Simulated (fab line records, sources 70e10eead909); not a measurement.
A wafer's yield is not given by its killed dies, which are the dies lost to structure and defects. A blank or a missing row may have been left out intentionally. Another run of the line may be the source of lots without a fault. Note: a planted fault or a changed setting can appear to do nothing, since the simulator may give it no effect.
Which tool did it?    flow nand_harc    route of 1159 steps, sampled at 1 step: 22 lots, 66 wafers

== WHAT EACH GAUGE READ, for each wafer ==
NHARC_P_M1_INSPECT_11. Usual: raw_defect_count at 3.9, with a standard deviation of 2.3.
lot   measured      on                 raw_defect_count  flag
L074  day 6 07:11   defect_inspect-02  5 3 7             
L075  day 6 14:08   defect_inspect-02  3 3 1             
L076  day 6 18:04   defect_inspect-01  5 3 3             
L077  day 6 23:43   defect_inspect-02  3 3 3             
L078  day 7 02:50   defect_inspect-02  1 3 6             
L080  day 7 05:19   defect_inspect-01  4 3 4             
L079  day 7 05:39   defect_inspect-02  3 2 3             
L082  day 7 19:44   defect_inspect-02  9 11 10           
L083  day 8 10:17   defect_inspect-02  4 3 4             
L085  day 8 17:44   defect_inspect-01  1 2 3             
L084  day 8 18:43   defect_inspect-01  3 3 4             
L087  day 9 08:47   defect_inspect-02  7 9 0             
L086  day 9 08:49   defect_inspect-01  8 2 8             
L090  day 10 02:10  defect_inspect-01  7 7 6             
L089  day 10 02:51  defect_inspect-01  3 3 5             
L091  day 10 09:31  defect_inspect-01  1 4 2             
L092  day 10 10:11  defect_inspect-01  3 5 4             
L094  day 10 18:58  defect_inspect-01  4 4 1             
L093  day 10 19:49  defect_inspect-02  1 3 3             
L095  day 11 14:05  defect_inspect-01  5 4 1             
L096  day 11 16:43  defect_inspect-01  6 5 4             
L097  day 12 04:21  defect_inspect-01  3 6 4             

== WHAT TOOL EACH LOT RAN ON (gives the tool, then ch and the chambers of the sampled wafers, and finally the start) ==
The record shows no process step preceding these readings.

== AS READ BY THE TOOLS THEMSELVES (means over the sampled wafers that have a number; for cases with no such wafer, the mark the record gives instead) ==
The record holds no such reading with a usual standard deviation.

== THE ANSWER, worked out from the rows above alone ==
Rule: a lot is off if the mean of its wafers that have a number lies more than 3 standard deviations from the usual mean. A lot without any number at a reading at which 4 lots or more have one is off too. Where the step has rows for the other lots, those lots are counted as sound. After the gauges, taken in route order, come the tools' own readings; for these a lot's mean is taken, as printed above. The first step at which some lot is off is used, and at that step the reading that is off furthest; a lot without a number counts as furthest.
No lot is off on any of the readings shown, so nothing can be concluded from this.

== WHAT THE SIMULATOR PUT IN ==
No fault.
